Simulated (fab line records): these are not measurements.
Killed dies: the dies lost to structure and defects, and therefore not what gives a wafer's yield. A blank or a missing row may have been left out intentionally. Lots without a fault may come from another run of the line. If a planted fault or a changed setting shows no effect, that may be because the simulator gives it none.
fab line records	flow n5Finfet
record: lots: 10	wafers: 29	lastDay: 17
route steps=1938 shown BEOL_M4@1111 BEOL_M7@1305 MIM_TOP_ETCH@1851 PASSIVATION@1907 END@1938
lots that met no fault: taken from a fault-free run of the same line
startH: hours from the record's first day to the start of the lot's first wafer shown	waitH: hours since the lot's step before	" unchanged from the row above	L1.1+2: a single row standing in for several wafers	- no value present, or no start provided	* or withheld: withheld	< > ~ a bound
route shown NAME@n: a module of which the file shows steps, and the number in the route of the first	usual: mean/standard deviation taken from wafers without a fault	same: alike in all rows	chamber/n: place in a boat	sites: readings site by site	_std_site: the values' standard deviation	_edge_site: outer sites' mean less inner sites'	radiusMm: how far each site lies from the wafer's centre	mask NAME#n: copy n	behind: the last tool/chamber to shape the wafer	hold: why the lot went on hold/how many hours it stayed there/how the hold came to an end	device: whichever transistor did not switch (one of n, p or np)	end of line: tests of these same wafers at the route's end	where a step has no rows: the recipe by itself	killed: dies that structure and defects cost at the first sort, which is not the same as the wafer's yield	map: dies across one wafer; x = killed, . = not, _ = none there
set.NAME: setting as actually run; set.NAME@STEP: the setting as run at that earlier step	model.NAME: the simulator's own value behind a step, which no gauge read
steps of the route over a sample of lots; a table a step, a row a wafer
services: a tool's chamber out of use, with start hour (startH, from the record's first day; less than 0 if before it), hours out, and reason
== steps ==
step: N5_BEOL_M4_RC_MEAS_101
usual: DIBL_N: 36.4/1.5	DIBL_P: 36.4/1.6	IOFF_N: 0.164/0.025	IOFF_P: 0.214/0.028	ION_N: 675/9.9	ION_P: 463/6.5	SS_N: 71.5/0.5	SS_P: 73.3/0.56	VT_N: 249.2/2.7	VT_P: -250.1/2.8
lot.wafer	tool	chamber	startH	waitH	DIBL_N[mV/V]	DIBL_P[mV/V]	IOFF_N[nA/um]	IOFF_P[nA/um]	ION_N[uA/um]	ION_P[uA/um]	SS_N[mV/dec]	SS_P[mV/dec]	VT_N[mV]	VT_P[mV]
L684.1	prober-01	0	177.93	0.0	37.4	35.4	0.145	0.213	671	465	70.9	73.9	251.9	-249.3
L684.2	"	0	"	"	38.5	37.0	0.171	0.250	678	470	71.7	74.0	249.3	-245.5
L684.4	"	0	"	"	36.1	33.7	0.129	0.190	659	459	71.3	73.2	254.3	-250.1
L685.4	prober-02	0	180.43	0.5	35.8	37.5	0.165	0.224	677	471	71.8	73.8	249.6	-249.5
L685.5	"	0	"	"	36.0	37.2	0.168	0.219	682	467	71.8	73.6	247.4	-249.8
L685.6	"	0	"	"	35.8	36.9	0.166	0.208	687	467	70.9	73.2	248.3	-250.5
L686.1	prober-01	0	183.12	0.0	36.4	36.9	0.153	0.173	671	455	71.8	73.3	248.6	-253.4
L686.2	"	0	"	"	34.1	34.1	0.111	0.145	657	440	70.8	72.7	256.2	-257.7
L686.6	"	0	"	"	35.7	35.4	0.134	0.160	656	447	71.7	73.6	252.8	-254.4
L689.1	prober-01	0	204.93	0.0	37.0	38.9	0.179	0.242	677	462	72.6	72.9	247.9	-251.3
L689.3	"	0	"	"	37.1	39.1	0.171	0.249	676	464	72.4	73.9	250.5	-248.7
L689.4	"	0	"	"	35.8	37.2	0.159	0.212	677	466	71.5	73.1	251.4	-248.6
L691.2	prober-01	0	213.79	0.2	35.3	38.5	0.150	0.253	665	468	71.6	73.5	251.1	-244.9
L691.3	"	0	"	"	35.9	37.9	0.158	0.246	671	469	71.8	74.0	251.9	-246.6
L691.6	"	0	"	"	35.8	37.8	0.153	0.246	669	462	71.8	73.8	252.0	-245.0
L690.2	prober-01	0	214.72	1.1	38.0	38.1	0.188	0.232	679	458	71.8	73.6	246.1	-248.4
L690.4	"	0	"	"	39.0	39.0	0.219	0.242	694	469	72.1	73.2	242.9	-249.2
L690.6	"	0	"	"	38.1	37.9	0.191	0.228	688	466	71.2	74.3	244.9	-249.0
L695.1	prober-01	0	241.19	0.0	35.4	35.4	0.137	0.176	668	456	70.9	72.5	254.7	-254.9
L695.3	"	0	"	"	33.9	34.3	0.121	0.169	661	455	70.4	73.0	255.1	-252.1
L695.4	"	0	"	"	36.6	37.4	0.166	0.209	668	452	71.3	73.3	247.1	-252.9
L697.1	prober-01	0	243.32	0.0	37.4	38.4	0.186	0.244	676	466	71.7	73.3	248.0	-251.3
L697.2	"	0	"	"	37.2	38.6	0.181	0.239	677	464	71.7	73.4	249.7	-250.6
L697.3	"	0	"	"	37.9	38.8	0.203	0.244	679	458	72.0	73.5	248.6	-246.8
L696.3	prober-01	0	244.56	0.5	31.7	32.8	0.103	0.155	652	451	70.7	71.8	256.0	-251.5
L696.5	"	0	"	"	33.6	35.4	0.128	0.193	664	465	70.8	72.8	252.9	-250.6
L696.6	"	0	"	"	34.8	36.4	0.140	0.198	672	470	70.8	73.1	250.1	-249.8
L705.1	prober-02	0	304.01	0.7	35.5	35.8	0.140	0.200	660	457	71.3	72.4	250.5	-249.5
L705.5	"	0	"	"	36.3	36.5	0.155	0.216	665	464	71.7	72.3	251.5	-250.7
step: N5_BEOL_M7_VIA_ETCH_34
recipe: chemistry: C4F6/O2	target: SiCOH_lowk	targetDepthA: 1255	maskMaterial: SOC	taperDeg: 4	timeS: 50.5	ionEnergyEv: 250	pressureMtorr: 30	sourceW: 345	biasW: 185	Ar_flow_sccm: 300	C4F6_flow_sccm: 10	O2_flow_sccm: 10
usual: drypumpMotorCurrentA: 5.5/0.5	oesProductAu: 0.78/0.086	rfVppV: 666/7.7	showerheadPlenumPTorr: 2.86/0.079	throttleValvePct: 20.91/0.23
lot.wafer	tool	chamber	startH	waitH	drypumpMotorCurrentA	oesProductAu	rfHoursCounterH	rfVppV	showerheadPlenumPTorr	throttleValvePct
L684.1	rieDiel-05	3	203.14	0.0	5.4	0.74	179	665	2.96	20.87
L684.2	"	0	"	"	5.3	0.75	164	657	2.86	20.74
L684.4	"	2	"	"	6.0	0.68	-	665	2.80	21.22
L685.4	rieDiel-03	0	204.61	0.0	5.3	0.70	198	679	2.93	20.87
L685.5	"	2	"	"	4.8	0.93	-	664	2.81	20.42
L685.6	"	3	"	"	5.1	0.83	-	655	2.87	20.79
L686.1	rieDiel-06	0	213.28	0.0	5.5	0.76	161	654	2.74	21.15
L686.2	"	3	"	"	6.8	0.88	48	671	2.91	20.76
L686.6	"	2	"	"	5.7	0.73	-	667	2.74	21.30
L689.1	rieDiel-03	2	226.36	0.0	4.8	0.92	11	664	2.81	20.40
L689.3	"	0	"	"	5.4	0.69	207	677	2.93	20.88
L689.4	"	1	"	"	5.2	0.68	-	661	2.94	20.95
L691.2	rieDiel-05	3	236.22	0.0	5.4	0.73	190	665	2.95	20.88
L691.3	"	0	"	"	5.3	0.74	176	657	2.85	20.74
L691.6	"	3	"	"	5.4	0.72	-	666	2.95	20.91
L690.2	rieDiel-03	2	238.89	0.0	4.8	0.91	15	664	2.81	20.43
L690.4	"	2	"	"	4.8	0.91	-	662	2.80	20.43
L690.6	"	0	"	"	5.3	0.69	-	677	2.92	20.88
L697.1	rieDiel-03	3	266.25	0.0	5.1	0.80	113	655	2.87	20.82
L697.2	"	2	"	"	4.8	0.89	24	664	2.80	20.46
L697.3	"	0	"	"	5.3	0.68	221	678	2.92	20.90
L695.1	rieDiel-05	0	266.29	0.0	5.3	0.74	186	656	2.85	20.78
L695.3	"	2	"	"	6.0	0.94	11	664	2.80	20.89
L695.4	"	1	"	"	5.6	0.91	20	676	3.02	20.95
L696.3	rieDiel-03	2	268.17	0.0	4.8	0.90	24	663	2.80	20.43
L696.5	"	2	"	"	4.8	0.89	-	662	2.80	20.45
L696.6	"	1	"	"	5.2	0.69	-	660	2.93	20.97
L705.1	rieDiel-03	1	332.76	0.0	5.2	0.68	247	661	2.93	21.01
L705.5	"	3	"	"	5.1	0.57	-	655	2.86	20.78
step: N5_MIM_TOP_ETCH_ETCH_00
recipe: chemistry: Cl2/BCl3	target: TiN	targetDepthA: 385	ionEnergyEv: 150	pressureMtorr: 10	icpW: 1000	biasW: 126	Cl2_flow_sccm: 53.25	bcl3FlowSccm: 21.75	Ar_flow_sccm: 25
usual: drypumpMotorCurrentA: 6.0/0.47	mfcCl2Sccm: 53.27/0.18	oesProductAu: 0.78/0.083	throttleValvePct: 22.75/0.16
lot.wafer	tool	chamber	startH	waitH	drypumpMotorCurrentA	mfcCl2Sccm	oesProductAu	rfHoursCounterH	throttleValvePct
L684.1	rieMetal-02	1	264.64	0.1	6.5	53.30	0.79	48	22.40
L684.2	"	0	"	"	6.6	53.32	0.78	43	22.93
L684.4	"	1	"	"	6.5	53.33	0.79	-	22.41
L686.1	rieMetal-03	0	269.24	0.1	6.2	53.33	0.75	48	22.65
L686.2	"	1	"	"	5.3	53.54	0.90	12	22.85
L686.6	"	1	"	"	5.3	53.12	0.90	-	22.84
L685.4	rieMetal-01	0	273.41	0.1	6.0	53.04	0.65	-	22.92
L685.5	"	0	"	"	6.1	53.27	0.64	-	22.92
L685.6	"	1	"	"	5.6	53.48	0.79	-	22.72
L689.1	rieMetal-03	1	293.74	0.1	5.3	53.43	0.88	16	22.83
L689.3	"	1	"	"	5.3	53.65	0.88	-	22.83
L689.4	"	0	"	"	6.2	53.45	0.73	-	22.67
L690.2	rieMetal-01	0	306.04	0.1	6.1	53.15	0.64	107	22.91
L690.4	"	1	"	"	5.6	53.10	0.77	-	22.74
L690.6	"	0	"	"	6.1	53.22	0.65	-	22.92
L691.2	rieMetal-02	0	307.14	0.1	6.6	53.03	0.78	46	22.96
L691.3	"	0	"	"	6.6	53.16	0.78	-	22.93
L691.6	"	0	"	"	6.6	53.12	0.79	-	22.92
L696.3	rieMetal-03	1	336.28	0.1	5.3	53.08	0.87	-	22.85
L696.5	"	0	"	"	6.2	53.09	0.73	-	22.69
L696.6	"	1	"	"	5.3	53.20	0.87	-	22.84
L697.1	rieMetal-01	1	336.31	0.1	5.6	53.30	0.77	44	22.73
L697.2	"	0	"	"	6.0	53.55	0.64	110	22.93
L697.3	"	0	"	"	6.1	53.61	0.64	-	22.92
L695.1	rieMetal-01	0	337.29	0.1	6.1	53.03	0.64	110	22.93
L695.3	"	0	"	"	6.0	53.26	0.64	-	22.93
L695.4	"	1	"	"	5.6	53.44	0.77	-	22.74
L705.1	rieMetal-02	0	404.71	0.1	6.6	53.37	0.76	53	22.96
step: N5_PASSIVATION_INSPECT_64
recipe: mode: adi	inspectInstrument: macro
usual: rawDefectCount: 1.9/1.4
lot.wafer	tool	chamber	startH	waitH	rawDefectCount
L686.1	defectInspect-01	-	273.68	0.0	2
L686.2	"	-	"	"	1
L686.6	"	-	"	"	2
L685.4	defectInspect-01	-	278.66	0.0	2
L685.5	"	-	"	"	2
L685.6	"	-	"	"	2
L684.1	defectInspect-02	-	279.58	0.0	0
L684.2	"	-	"	"	4
L684.4	"	-	"	"	1
L689.1	defectInspect-01	-	300.20	0.0	0
L689.3	"	-	"	"	1
L689.4	"	-	"	"	3
L690.2	defectInspect-01	-	310.22	0.0	0
L690.4	"	-	"	"	2
L690.6	"	-	"	"	1
L691.2	defectInspect-02	-	313.63	0.0	3
L691.3	"	-	"	"	2
L691.6	"	-	"	"	2
L696.3	defectInspect-01	-	340.27	0.0	0
L696.5	"	-	"	"	0
L696.6	"	-	"	"	3
L697.1	defectInspect-01	-	341.09	0.0	1
L697.2	"	-	"	"	1
L697.3	"	-	"	"	2
L695.1	defectInspect-02	-	342.41	0.0	1
L695.3	"	-	"	"	2
L695.4	"	-	"	"	1
L705.1	defectInspect-02	-	408.50	0.0	3
step: N5_PASSIVATION_PROBE_49
usual: defectLimitedYield: 91.1/1.4	killed_at_M0_to_M3: 35/8.7	killed_at_M4_up: 14/5.3	killedAtContacts: 12/6.2	killedAtFrontEnd: 41/12	killedAtOther: 3.4/2.6	killedDies: 105/16	killedOnRim: 14/3.8	killedOpen: 67/13	killedShort: 36/7.3	sort_bin_5_function: 5.2/0.96	sort_bin_6_memory: 3.3/0.6	sortNPass: 1075/16	sortYieldPct: 91.1/1.4
same: grossDies: 1180	killedAtBackSide: 0	sort_bin_4_leakage[%]: 0	sort_bin_8_speed[%]: 0
lot.wafer	tool	chamber	startH	waitH	defectLimitedYield[%]	killed_at_M0_to_M3	killed_at_M4_up	killedAtContacts	killedAtFrontEnd	killedAtOther	killedDies	killedOnRim	killedOpen	killedShort	sort_bin_5_function[%]	sort_bin_6_memory[%]	sortNPass	sortYieldPct[%]
L705.1	prober-02	-	413.60	0.0	91.3	37	8	14	42	2	103	12	70	32	5.2	3.5	1077	91.3
L705.5	prober-02	-	413.80	0.2	0	48	1089	7	33	3	1180	152	70	42	97.0	2.9	0	0
killed by level:class
L705.1 BEOL_M0_SAQP:geometricParticle:open=15 MOL_CONTACT_COAG:geometricParticle:open=11 FIN_SAQP:geometricParticle:short=8 STI_FIN_REVEAL:geometricParticle:open=8 BEOL_M0_SAQP:geometricParticle:short=8 FIN_SAQP:geometricParticle:open=7 BEOL_M3:geometricParticle:open=6 STARTING-WAFER:geometricParticle:short=5
L705.5 BEOL_M7:areaEtch=1068 BEOL_M0_SAQP:geometricParticle:open=20 BEOL_M0_SAQP:geometricParticle:short=19 STI_FIN_REVEAL:geometricParticle:open=8 FIN_SAQP:geometricParticle:open=6 MOL_CONTACT_COAG:geometricParticle:open=5 FIN_SAQP:geometricParticle:short=4 BEOL_M4:geometricParticle:open=4
step: N5_PASSIVATION_INSPECT_57
recipe: inspectInstrument: macro	mode: outgoing
usual: rawDefectCount: 2.0/1.3
lot.wafer	tool	chamber	startH	waitH	rawDefectCount
L686.1	defectInspect-01	-	279.33	0.0	5
L686.2	"	-	"	"	3
L686.6	"	-	"	"	3
L685.4	defectInspect-02	-	284.29	0.0	1
L685.5	"	-	"	"	1
L685.6	"	-	"	"	2
L684.1	defectInspect-01	-	285.12	0.0	1
L684.2	"	-	"	"	1
L684.4	"	-	"	"	3
L689.1	defectInspect-02	-	305.50	0.0	1
L689.3	"	-	"	"	2
L689.4	"	-	"	"	1
L690.2	defectInspect-01	-	315.53	0.0	1
L690.4	"	-	"	"	5
L690.6	"	-	"	"	3
L691.2	defectInspect-01	-	318.98	0.0	1
L691.3	"	-	"	"	0
L691.6	"	-	"	"	0
L696.3	defectInspect-02	-	345.66	0.0	2
L696.5	"	-	"	"	3
L696.6	"	-	"	"	1
L697.1	defectInspect-02	-	346.88	0.0	1
L697.2	"	-	"	"	1
L697.3	"	-	"	"	2
L695.1	defectInspect-01	-	348.26	0.0	1
L695.3	"	-	"	"	3
L695.4	"	-	"	"	2
L705.1	defectInspect-01	-	413.95	0.0	4
== services ==
tool	chamber	startH	hours	kind
rieDiel-03	2	208.36	12.5	repair
rieDiel-03	3	217.87	22.0	repair
rieDiel-05	3	240.96	8.6	repair
rieDiel-05	2	283.44	5.7	repair
rieDiel-03	1	291.24	4.8	repair
rieDiel-03	-	296.14	0.2	repair
rieDiel-06	-	307.82	0.2	repair
rieMetal-03	-	319.20	0.7	repair
rieDiel-03	1	340.61	-	clean
rieDiel-03	1	340.61	-	consumableReplace:focusRing
rieDiel-03	1	340.61	18.4	scheduledDown
rieDiel-03	1	340.61	18.4	ventCycle
rieDiel-03	0	341.19	7.5	repair
rieMetal-01	0	350.01	-	clean
rieMetal-01	0	350.01	17.0	scheduledDown
rieDiel-03	0	369.79	-	clean
rieDiel-03	0	369.79	-	consumableReplace:esc
rieDiel-03	0	369.79	-	consumableReplace:focusRing
rieDiel-03	0	369.79	35.6	scheduledDown
rieDiel-03	0	369.79	35.6	ventCycle
rieDiel-06	1	372.25	20.2	repair
rieMetal-01	-	373.40	2.8	pm
rieDiel-05	2	385.76	2.4	repair
rieDiel-06	0	394.34	4.2	repair
== key ==
firstSign: step: N5_PASSIVATION_PROBE_49	reading: killed_at_M4_up	direction: up	sigmas: 99+	usual: 14	struck: 1089
effect: step: N5_PASSIVATION_PROBE_49	reading: sort_bin_5_function	direction: up	sigmas: 96	usual: 5.2	struck: 97.0
moreKillsBornAt: N5_BEOL_M7_VIA_ETCH_34@rieDiel-03: 1068
metAt N5_BEOL_M7_VIA_ETCH_34
struckLots L705
struckWafers L705.5
laterRowsLeftOut L705.5
notActingAt N5_MIM_TOP_ETCH_ETCH_00,N5_PASSIVATION_INSPECT_64,N5_PASSIVATION_INSPECT_57
onsetBetween 268.17 332.76
fault: kind: processParameterDrift	tool: rieDiel-03	chamber: -	onsetH: 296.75	steps: N5_BEOL_M7_VIA_ETCH_34	channel: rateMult	offset: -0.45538	shape: step	endH: 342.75	scope: struckWafersOnly
laterRowsLeftOut: the simulator's readings of these wafers behind a module that went badly wrong aren't trusted and aren't shown, but for the sort
